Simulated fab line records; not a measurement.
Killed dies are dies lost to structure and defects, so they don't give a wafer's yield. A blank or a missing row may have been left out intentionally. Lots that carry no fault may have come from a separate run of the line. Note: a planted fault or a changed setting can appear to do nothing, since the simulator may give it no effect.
The tool behind it: which one? :: flow n5_finfet :: 10 lots, 30 wafers sampled, at 5 steps of a route of 1938

## WHAT THE GAUGES READ, wafer by wafer
N5_HKMG_FIN_THK_MEAS_70: measures by xrf.
lot: L608
measured: day 4 15:02
on: film_metro-01
HK_THK (nm): 1.556 1.581 1.578

lot: L609
measured: day 4 16:45
on: film_metro-01
HK_THK (nm): 1.570 1.563 1.560

lot: L610
measured: day 5 01:09
on: film_metro-01
HK_THK (nm): 1.580 1.572 1.559

lot: L611
measured: day 5 04:18
on: film_metro-02
HK_THK (nm): 1.557 1.531 1.559

lot: L613
measured: day 5 16:59
on: film_metro-01
HK_THK (nm): 1.576 1.566 1.568

lot: L619
measured: day 7 05:40
on: film_metro-02
HK_THK (nm): 1.832 1.814 1.828

lot: L622
measured: day 7 20:44
on: film_metro-02
HK_THK (nm): 1.559 1.859 1.567

lot: L624
measured: day 8 07:41
on: film_metro-02
HK_THK (nm): 1.510 1.548 1.575

lot: L625
measured: day 8 17:43
on: film_metro-01
HK_THK (nm): 1.576 1.590 1.554

lot: L626
measured: day 8 20:29
on: film_metro-02
HK_THK (nm): 1.562 1.585 1.559

## WHICH TOOL RAN EACH LOT (tool, then ch and the chambers of the sampled wafers, then the start)
lot: L608
N5_SDB_DESCUM_16: rie_diel-05 ch 0,1,3, day 4 07:02
N5_SDB_CUT_ETCH_26: rie_si-01 ch 2,3, day 4 07:39
N5_SDB_ALD_29: ald_sin-01 ch 0,2,3, day 4 07:55
N5_HKMG_FIN_HK_ALD_01: ald_hk-01 ch 0,3, day 4 11:33

lot: L609
N5_SDB_DESCUM_16: rie_diel-03 ch 0,1,2, day 4 08:16
N5_SDB_CUT_ETCH_26: rie_si-01 ch 0,2, day 4 08:53
N5_SDB_ALD_29: ald_sin-04 ch 0,2, day 4 09:17
N5_HKMG_FIN_HK_ALD_01: ald_hk-02 ch 0,1,2, day 4 13:15

lot: L610
N5_SDB_DESCUM_16: rie_diel-03 ch 0,1,3, day 4 17:06
N5_SDB_CUT_ETCH_26: rie_si-02 ch 0,1,3, day 4 17:43
N5_SDB_ALD_29: ald_sin-03 ch 0,1, day 4 17:53
N5_HKMG_FIN_HK_ALD_01: ald_hk-01 ch 1,2,3, day 4 21:32

lot: L611
N5_SDB_DESCUM_16: rie_diel-03 ch 0,2,3, day 4 19:52
N5_SDB_CUT_ETCH_26: rie_si-01 ch 0,3, day 4 20:29
N5_SDB_ALD_29: ald_sin-03 ch 0,2, day 4 20:50
N5_HKMG_FIN_HK_ALD_01: ald_hk-02 ch 2,3, day 5 00:34

lot: L613
N5_SDB_DESCUM_16: rie_diel-05 ch 2,3, day 5 08:50
N5_SDB_CUT_ETCH_26: rie_si-06 ch 1,3, day 5 09:26
N5_SDB_ALD_29: ald_sin-01 ch 0,1,2, day 5 09:38
N5_HKMG_FIN_HK_ALD_01: ald_hk-02 ch 1,2, day 5 13:26

lot: L619
N5_SDB_DESCUM_16: rie_diel-04 ch 0,1,3, day 6 21:27
N5_SDB_CUT_ETCH_26: rie_si-02 ch 0,2,3, day 6 22:16
N5_SDB_ALD_29: ald_sin-03 ch 0,1, day 6 22:27
N5_HKMG_FIN_HK_ALD_01: ald_hk-02 ch 2,3, day 7 02:12

lot: L622
N5_SDB_DESCUM_16: rie_diel-03 ch 1,3, day 7 12:44
N5_SDB_CUT_ETCH_26: rie_si-02 ch 0,2, day 7 13:23
N5_SDB_ALD_29: ald_sin-01 ch 1,2,3, day 7 13:34
N5_HKMG_FIN_HK_ALD_01: ald_hk-02 ch 0,2,3, day 7 17:18

lot: L624
N5_SDB_DESCUM_16: rie_diel-05 ch 1,3, day 7 23:33
N5_SDB_CUT_ETCH_26: rie_si-06 ch 0,2,3, day 8 00:23
N5_SDB_ALD_29: ald_sin-01 ch 0,1, day 8 00:34
N5_HKMG_FIN_HK_ALD_01: ald_hk-03 ch 0,2,3, day 8 04:13

lot: L625
N5_SDB_DESCUM_16: rie_diel-03 ch 0,1,3, day 8 08:40
N5_SDB_CUT_ETCH_26: rie_si-06 ch 2,3, day 8 09:46
N5_SDB_ALD_29: ald_sin-03 ch 0,3, day 8 10:19
N5_HKMG_FIN_HK_ALD_01: ald_hk-01 ch 0,3, day 8 14:10

lot: L626
N5_SDB_DESCUM_16: rie_diel-04 ch 0,2,3, day 8 11:59
N5_SDB_CUT_ETCH_26: rie_si-01 ch 2,3, day 8 12:37
N5_SDB_ALD_29: ald_sin-03 ch 0,3, day 8 13:01
N5_HKMG_FIN_HK_ALD_01: ald_hk-03 ch 0,1,2, day 8 16:53
- N5_SDB_DESCUM_16: chemistry O2, time 7.9 s.
- N5_SDB_CUT_ETCH_26: etches Si in HBr/Cl2/O2, target depth 129.6 nm, bt time 20 s, time 51.8 s.
- N5_SDB_ALD_29: deposits SiNx, target thk 30 nm, pulse time 1 s, ald cycles 600.
- N5_HKMG_FIN_HK_ALD_01: deposits HfO2, target thk 1.6 nm, pulse time 3 s, purge time 3 s.

## WHAT THE TOOLS THEMSELVES READ (means of the sampled wafers that have a number; where no wafer has one, the mark that the record gives instead)
N5_SDB_DESCUM_16.
lot: L608
tool: rie_diel-05
bias_power_w (W): 20.00
drypump_motor_current_A (A): 5.5
oes_product_au (a.u.): 0.77
rf_vpp_V (V): 243.8
showerhead_plenum_p_Torr (Torr): 2.12
throttle_valve_pct (%): 20.55

lot: L609
tool: rie_diel-03
bias_power_w (W): 20.07
drypump_motor_current_A (A): 5.3
oes_product_au (a.u.): 0.69
rf_vpp_V (V): 243.5
showerhead_plenum_p_Torr (Torr): 2.13
throttle_valve_pct (%): 20.68

lot: L610
tool: rie_diel-03
bias_power_w (W): 20.01
drypump_motor_current_A (A): 5.7
oes_product_au (a.u.): 0.70
rf_vpp_V (V): 244.4
showerhead_plenum_p_Torr (Torr): 2.11
throttle_valve_pct (%): 20.72

lot: L611
tool: rie_diel-03
bias_power_w (W): 20.01
drypump_motor_current_A (A): 5.5
oes_product_au (a.u.): 0.70
rf_vpp_V (V): 242.9
showerhead_plenum_p_Torr (Torr): 2.10
throttle_valve_pct (%): 20.57

lot: L613
tool: rie_diel-05
bias_power_w (W): 19.99
drypump_motor_current_A (A): 5.7
oes_product_au (a.u.): 0.84
rf_vpp_V (V): 243.1
showerhead_plenum_p_Torr (Torr): 2.08
throttle_valve_pct (%): 20.10

lot: L619
tool: rie_diel-04
bias_power_w (W): 20.06
drypump_motor_current_A (A): 5.9
oes_product_au (a.u.): 0.78
rf_vpp_V (V): 242.7
showerhead_plenum_p_Torr (Torr): 2.07
throttle_valve_pct (%): 20.55

lot: L622
tool: rie_diel-03
bias_power_w (W): 20.08
drypump_motor_current_A (A): 5.4
oes_product_au (a.u.): 0.84
rf_vpp_V (V): 242.8
showerhead_plenum_p_Torr (Torr): 2.14
throttle_valve_pct (%): 20.42

lot: L624
tool: rie_diel-05
bias_power_w (W): 19.91
drypump_motor_current_A (A): 5.4
oes_product_au (a.u.): 0.76
rf_vpp_V (V): 242.1
showerhead_plenum_p_Torr (Torr): 2.04
throttle_valve_pct (%): 20.40

lot: L625
tool: rie_diel-03
bias_power_w (W): 19.99
drypump_motor_current_A (A): 5.6
oes_product_au (a.u.): 0.85
rf_vpp_V (V): 243.0
showerhead_plenum_p_Torr (Torr): 2.10
throttle_valve_pct (%): 20.44

lot: L626
tool: rie_diel-04
bias_power_w (W): 20.07
drypump_motor_current_A (A): 6.0
oes_product_au (a.u.): 0.77
rf_vpp_V (V): 243.8
showerhead_plenum_p_Torr (Torr): 2.11
throttle_valve_pct (%): 20.38

N5_SDB_CUT_ETCH_26.
lot: L608
tool: rie_si-01
drypump_motor_current_A (A): 5.4
oes_o_777_au (a.u.): 1.01
oes_product_au (a.u.): 0.987
throttle_valve_pct (%): 37.5

lot: L609
tool: rie_si-01
drypump_motor_current_A (A): 5.3
oes_o_777_au (a.u.): 0.95
oes_product_au (a.u.): 0.986
throttle_valve_pct (%): 37.0

lot: L610
tool: rie_si-02
drypump_motor_current_A (A): 5.4
oes_o_777_au (a.u.): 0.95
oes_product_au (a.u.): 1.004
throttle_valve_pct (%): 37.1

lot: L611
tool: rie_si-01
drypump_motor_current_A (A): 5.6
oes_o_777_au (a.u.): 1.10
oes_product_au (a.u.): 1.000
throttle_valve_pct (%): 37.3

lot: L613
tool: rie_si-06
drypump_motor_current_A (A): 5.1
oes_o_777_au (a.u.): 1.05
oes_product_au (a.u.): 1.014
throttle_valve_pct (%): 37.3

lot: L619
tool: rie_si-02
drypump_motor_current_A (A): 5.9
oes_o_777_au (a.u.): 0.97
oes_product_au (a.u.): 0.995
throttle_valve_pct (%): 37.5

lot: L622
tool: rie_si-02
drypump_motor_current_A (A): 6.2
oes_o_777_au (a.u.): 1.00
oes_product_au (a.u.): 0.990
throttle_valve_pct (%): 37.8

lot: L624
tool: rie_si-06
drypump_motor_current_A (A): 5.6
oes_o_777_au (a.u.): 0.98
oes_product_au (a.u.): 1.002
throttle_valve_pct (%): 37.3

lot: L625
tool: rie_si-06
drypump_motor_current_A (A): 5.7
oes_o_777_au (a.u.): 1.03
oes_product_au (a.u.): 0.995
throttle_valve_pct (%): 37.6

lot: L626
tool: rie_si-01
drypump_motor_current_A (A): 5.3
oes_o_777_au (a.u.): 0.94
oes_product_au (a.u.): 0.989
throttle_valve_pct (%): 37.3

N5_SDB_ALD_29.
lot: L608
tool: ald_sin-01
heater_power_w (W): 803
precursor_pulse_height_rel: 0.980

lot: L609
tool: ald_sin-04
heater_power_w (W): 820
precursor_pulse_height_rel: 0.986

lot: L610
tool: ald_sin-03
heater_power_w (W): 827
precursor_pulse_height_rel: 1.000

lot: L611
tool: ald_sin-03
heater_power_w (W): 850
precursor_pulse_height_rel: 1.005

lot: L613
tool: ald_sin-01
heater_power_w (W): 811
precursor_pulse_height_rel: 1.006

lot: L619
tool: ald_sin-03
heater_power_w (W): 815
precursor_pulse_height_rel: 1.004

lot: L622
tool: ald_sin-01
heater_power_w (W): 795
precursor_pulse_height_rel: 0.983

lot: L624
tool: ald_sin-01
heater_power_w (W): 817
precursor_pulse_height_rel: 1.012

lot: L625
tool: ald_sin-03
heater_power_w (W): 824
precursor_pulse_height_rel: 0.999

lot: L626
tool: ald_sin-03
heater_power_w (W): 817
precursor_pulse_height_rel: 0.997

N5_HKMG_FIN_HK_ALD_01.
lot: L608
tool: ald_hk-01
precursor_pulse_height_rel: 0.981

lot: L609
tool: ald_hk-02
precursor_pulse_height_rel: 0.999

lot: L610
tool: ald_hk-01
precursor_pulse_height_rel: 0.995

lot: L611
tool: ald_hk-02
precursor_pulse_height_rel: 0.982

lot: L613
tool: ald_hk-02
precursor_pulse_height_rel: 0.988

lot: L619
tool: ald_hk-02
precursor_pulse_height_rel: 0.999

lot: L622
tool: ald_hk-02
precursor_pulse_height_rel: 0.988

lot: L624
tool: ald_hk-03
precursor_pulse_height_rel: 0.990

lot: L625
tool: ald_hk-01
precursor_pulse_height_rel: 1.009

lot: L626
tool: ald_hk-03
precursor_pulse_height_rel: 0.998

## THE ANSWER, worked out from the rows above alone
Rule: the lots themselves supply what counts as usual. Put in order of their means at a reading, lots are off if they are a third of the lots or fewer, leave a main group of 4 or more, and stand apart from it by a gap of 3 or more times the standard deviation of the main group's means; of several such gaps the widest counts. The tables above print the reading to a certain number of digits; a main group whose means all agree to those digits is not used. Also off: a lot with no number at a reading for which 4 or more lots have one. The other lots that the step has rows for count as sound. The gauges are gone through in route order, then the tools' own readings, and for those a lot's mean is taken as printed above. At the first step where some lot is off, the reading lying furthest off is the one used; lots without a number count as furthest.
Off: L619, L622, at N5_HKMG_FIN_THK_MEAS_70 (HK_THK). The main group has a mean of 1.564 nm with a standard deviation of 0.01.
A tool fits if, at a process step before that reading, it ran every lot that is off, and no sound lot after the first of them. The gauges at N5_HKMG_FIN_THK_MEAS_70 are tried like those tools. 2 tools fit, rie_si-02 at N5_SDB_CUT_ETCH_26 and ald_hk-02 at N5_HKMG_FIN_HK_ALD_01, so this cannot tell which one it is.

## WHAT THE SIMULATOR HAD INSERTED
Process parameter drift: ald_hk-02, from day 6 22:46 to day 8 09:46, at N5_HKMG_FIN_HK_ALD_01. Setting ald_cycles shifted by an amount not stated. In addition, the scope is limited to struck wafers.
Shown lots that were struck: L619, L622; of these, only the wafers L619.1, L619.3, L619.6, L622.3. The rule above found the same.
